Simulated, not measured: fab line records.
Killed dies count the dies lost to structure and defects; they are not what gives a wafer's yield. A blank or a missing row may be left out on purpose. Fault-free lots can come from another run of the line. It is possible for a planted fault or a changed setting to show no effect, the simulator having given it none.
fab line records | flow nand-harc | part 2 of 2: steps 31 to 45 of 45
record lots=5 wafers=15 last-day=23
route steps=1159 shown P_GATE@187 P_CONTACT@217
lots with no fault: from the same line, run without faults
start-h: hours from the record's first day to the start of the lot's first wafer shown | wait-h: time in hours since the lot's previous step | " the same as in the row above | L1.1+2: one row covering several wafers at once | - no value, or no start was given | * or withheld: withheld | < > ~ a bound
route shown NAME@n: names a module that has steps shown in the file, with the first one's number in the route | usual: mean and standard deviation over wafers with no fault | same: alike in all rows | chamber/n: place in a boat | sites: each site's reading | _std_site: standard deviation across them | _edge_site: mean of outer sites minus mean of inner sites | radius-mm: how far each site lies from the wafer's centre | mask NAME#n: copy n | behind: the tool/chamber that last shaped the wafer | hold: the reason the lot was held/the length of the hold in hours/how it ended | device: which transistor (n, p or np) failed to switch | end of line: tests run on the same wafers once the route is complete | where a step has no rows: the recipe by itself | killed: the dies lost at the first sort to structure and to defects; this is not the yield of the wafer | map: a wafer's dies, x killed, . not, _ none there
set.NAME: the setting as run; set.NAME@STEP: as run at that earlier step | model.NAME: the simulator's own value behind a step, which no gauge read
lots at some steps of the route; a table a step, a row a wafer
services: when a tool's chamber went out of use (start-h, in hours from the record's first day, below 0 if earlier), for how many hours, and the reason
## steps
# step NHARC_P_CONTACT_DEP_30
# recipe target-thk-a=300 temp-c=400 target-thk-nm=30 flow-sccm=200 rf-w=450 material=SiNx
# usual heater-power-w=754/140
# columns lot.wafer tool chamber start-h wait-h heater-power-w
L074.3 pecvd-01 0 109.53 0.1 998
L074.2 " 1 " " 796
L074.6 " 2 " " 592
L076.3 pecvd-02 0 125.68 0.1 645
L076.4 " 2 " " 916
L076.5 " 1 " " 728
L080.6 pecvd-02 2 140.95 0.2 878
L080.5 " 0 " " 708
L080.4 " 1 " " 726
L090.2 pecvd-01 1 203.53 0.1 827
L090.4 " 0 " " 1019
L090.5 " 2 " " 524
L091.1 pecvd-04 0 210.54 0.1 708
L091.3 " 1 " " 803
L091.5 " 0 " " 581
# step NHARC_P_CONTACT_DEP_00
# recipe target-thk-a=5000 temp-c=400 pressure-torr=6.5 rf-w=900 teos-flow-sccm=161.4 flow-sccm=2650 target-thk-nm=500 gas=O2 material=SiO2
# usual chamber-pressure-Torr=6.497/0.014 heater-power-w=599/140 throttle-valve-pct=16.3/0.48
# columns lot.wafer tool chamber start-h wait-h chamber-pressure-Torr heater-power-w throttle-valve-pct
L074.3 pecvd-01 0 - - 6.522 824 16.8
L074.2 " 1 " " 6.475 687 16.5
L074.6 " 2 " " 6.519 395 15.6
L076.3 pecvd-02 0 - - 6.476 574 16.2
L076.4 " 2 " " 6.489 832 16.3
L076.5 " 1 " " 6.527 525 16.2
L080.6 pecvd-02 2 - - 6.477 804 16.6
L080.5 " 0 " " 6.484 547 16.2
L080.4 " 1 " " 6.491 593 16.2
L090.2 pecvd-01 1 - - 6.471 616 16.6
L090.4 " 0 " " 6.502 819 16.8
L090.5 " 2 " " 6.489 338 15.6
L091.1 pecvd-04 0 - - 6.499 513 15.3
L091.3 " 1 " " 6.504 716 16.9
L091.5 " 0 " " 6.488 523 15.1
# step NHARC_P_CONTACT_CMP_01
# recipe target-thk-nm=200 material=SiO2
# usual motor-current-A=12.5/1.3 slurry-filter-dp-kPa=13.48/0.14 slurry-flow-ml-min=150.0/0.46
# columns lot.wafer tool chamber start-h wait-h motor-current-A slurry-filter-dp-kPa slurry-flow-ml-min
L074.2 cmp-04 0 110.21 - 11.6 13.52 149.6
L074.3 " 2 " " 11.8 13.43 149.9
L074.6 " 0 " " 12.1 13.38 150.9
L076.3 cmp-04 3 126.37 - 10.8 13.36 150.3
L076.4 " 0 " " 12.7 13.40 149.5
L076.5 " 2 " " 11.9 13.46 149.4
L080.4 cmp-01 2 141.60 - 13.4 13.46 149.2
L080.5 " 0 " " 14.4 13.12 150.2
L080.6 " 1 " " 11.4 13.52 149.8
L090.2 cmp-02 3 204.20 - 10.7 13.49 149.9
L090.4 " 0 " " 14.3 13.48 149.9
L090.5 " 3 " " 11.4 13.51 150.4
L091.1 cmp-02 0 211.25 - 14.3 13.32 150.3
L091.3 " 1 " " 13.8 13.45 151.0
L091.5 " 0 " " 14.1 13.72 150.1
# step NHARC_P_CONTACT_SRD_03
# columns lot.wafer tool chamber start-h wait-h
L074.3+6+2 wet-bench-09 2,3,5 110.50 0.0
L076.3+5+4 wet-bench-09 7,2,3 126.64 0.0
L080.5+4+6 wet-bench-09 3,4,6 141.85 0.0
L090.5+4+2 wet-bench-03 5,0,2 204.50 0.0
L091.3+1+5 wet-bench-03 5,7,0 211.55 0.0
# step NHARC_P_CONTACT_DEHYDRATE_04
# recipe temp-c=150 time-s=120
# columns lot.wafer tool chamber start-h wait-h
L074.2+3+6 litho-track-01 0 110.58 0.1
L076.3+4+5 litho-track-06 0 126.75 0.1
L080.4+5+6 litho-track-01 0 141.95 0.1
L090.2+4+5 litho-track-01 0 204.58 0.1
L091.1+3+5 litho-track-06 0 211.63 0.1
# step NHARC_P_CONTACT_HMDS_05
# recipe time-s=30
# columns lot.wafer tool chamber start-h wait-h
L074.2+3+6 litho-track-01 0 - -
L076.3+4+5 litho-track-06 0 - -
L080.4+5+6 litho-track-01 0 - -
L090.2+4+5 litho-track-01 0 - -
L091.1+3+5 litho-track-06 0 - -
# step NHARC_P_CONTACT_COAT_33
# recipe temp-c=260 time-s=75
# columns lot.wafer tool chamber start-h wait-h
L074.2+3+6 litho-track-01 0 - -
L076.3+4+5 litho-track-06 0 - -
L080.4+5+6 litho-track-01 0 - -
L090.2+4+5 litho-track-01 0 - -
L091.1+3+5 litho-track-06 0 - -
# step NHARC_P_CONTACT_COAT_34
# recipe temp-c=225 time-s=65
# columns lot.wafer tool chamber start-h wait-h
L074.2+3+6 litho-track-01 0 - -
L076.3+4+5 litho-track-06 0 - -
L080.4+5+6 litho-track-01 0 - -
L090.2+4+5 litho-track-01 0 - -
L091.1+3+5 litho-track-06 0 - -
# step NHARC_P_CONTACT_COAT_06
# recipe spin-rpm=1500 resist-thk-nm=90
# usual spin-speed-rpm=1499.9/1
# columns lot.wafer tool chamber start-h wait-h spin-speed-rpm
L074.2 litho-track-01 0 - - 1499.9
L074.3 " 0 " " 1499.6
L074.6 " 0 " " 1499.5
L076.3 litho-track-06 0 - - 1500.3
L076.4 " 0 " " 1501.1
L076.5 " 0 " " 1499.6
L080.4 litho-track-01 0 - - 1500.6
L080.5 " 0 " " 1499.3
L080.6 " 0 " " 1499.7
L090.2 litho-track-01 0 - - 1500.6
L090.4 " 0 " " 1499.8
L090.5 " 0 " " 1499.9
L091.1 litho-track-06 0 - - 1498.6
L091.3 " 0 " " 1499.3
L091.5 " 0 " " 1498.7
# step NHARC_P_CONTACT_SOFTBAKE_07
# recipe temp-c=105 time-s=55
# columns lot.wafer tool chamber start-h wait-h
L074.2+3+6 litho-track-01 0 - -
L076.3+4+5 litho-track-06 0 - -
L080.4+5+6 litho-track-01 0 - -
L090.2+4+5 litho-track-01 0 - -
L091.1+3+5 litho-track-06 0 - -
# step NHARC_P_CONTACT_EBR_08
# columns lot.wafer tool chamber start-h wait-h
L074.2+3+6 litho-track-01 0 - -
L076.3+4+5 litho-track-06 0 - -
L080.4+5+6 litho-track-01 0 - -
L090.2+4+5 litho-track-01 0 - -
L091.1+3+5 litho-track-06 0 - -
# step NHARC_P_CONTACT_EXPOSE_09
# recipe na=1.35 target-cd-nm=90 dose-mj=81.26 mask-id=P_CA
# columns lot.wafer tool chamber start-h wait-h mask
L074.2+3+6 arfi-scanner-02 0 110.90 - P_CA#0
L076.3+4+5 arfi-scanner-02 0 127.07 - P_CA#0
L080.4+5+6 arfi-scanner-01 0 142.27 - P_CA#0
L090.2+4+5 arfi-scanner-03 0 204.89 - P_CA#0
L091.1+3+5 arfi-scanner-02 0 211.94 - P_CA#0
# step NHARC_P_CONTACT_PEB_10
# recipe peb-temp-c=100 peb-time-s=65
# columns lot.wafer tool chamber start-h wait-h
L074.2+3+6 litho-track-01 0 110.96 0.1
L076.3+4+5 litho-track-06 0 127.12 0.0
L080.4+5+6 litho-track-01 0 142.32 0.0
L090.2+4+5 litho-track-01 0 204.95 0.1
L091.1+3+5 litho-track-06 0 212.01 0.1
# step NHARC_P_CONTACT_DEVELOP_11
# recipe develop-time-s=35 dev-temp-c=23
# columns lot.wafer tool chamber start-h wait-h
L074.2+3+6 litho-track-01 0 - -
L076.3+4+5 litho-track-06 0 - -
L080.4+5+6 litho-track-01 0 - -
L090.2+4+5 litho-track-01 0 - -
L091.1+3+5 litho-track-06 0 - -
# step NHARC_P_CONTACT_CD_MEAS_12
# recipe target-cd-nm=90 landing-energy-ev=500
# usual cd-nm=90.0/0.57
# columns lot.wafer tool chamber start-h wait-h cd-nm
L074.2 cd-sem-02 0 111.04 - 90.0
L074.3 " 0 " " 89.3
L074.6 " 0 " " 90.3
L076.3 cd-sem-02 0 127.21 - 90.4
L076.4 " 0 " " 90.8
L076.5 " 0 " " 91.1
L080.4 cd-sem-01 0 142.41 - 90.5
L080.5 " 0 " " 91.1
L080.6 " 0 " " 90.3
L090.2 cd-sem-03 0 205.03 - 89.7
L090.4 " 0 " " 90.1
L090.5 " 0 " " 89.8
L091.1 cd-sem-01 0 212.09 - 89.7
L091.3 " 0 " " 89.6
L091.5 " 0 " " 90.0
## services
# columns tool chamber start-h hours kind
implanter-02 - 85.00 13.0 pm
plasma-asher-02 - 90.43 1.2 repair
litho-track-01 - 93.00 7.0 pm
rie-diel-07 - 93.10 0.1 repair
wet-bench-07 - 96.00 8.0 pm
plasma-asher-01 - 99.05 9.0 pm
pvd-sputter-03 - 102.04 10.0 pm
rie-diel-07 3 108.64 10.0 repair
rie-diel-07 2 112.09 6.9 repair
wet-bench-06 - 113.71 1.0 repair
litho-track-06 - 117.00 7.0 pm
wet-bench-06 - 129.60 8.0 pm
rie-diel-07 2 136.51 10.7 repair
pvd-sputter-01 - 139.91 1.7 repair
implanter-02 - 142.13 1.5 repair
pvd-sputter-01 - 158.00 10.0 pm
rie-diel-07 3 168.76 12.6 repair
wet-bench-02 - 180.00 8.0 pm
plasma-asher-02 - 183.08 9.0 pm
rie-diel-07 1 187.53 10.0 repair
implanter-02 - 188.40 1.1 repair
litho-track-07 - 189.01 7.0 pm
pvd-sputter-01 - 197.77 0.6 repair
plasma-asher-02 - 200.75 1.5 repair
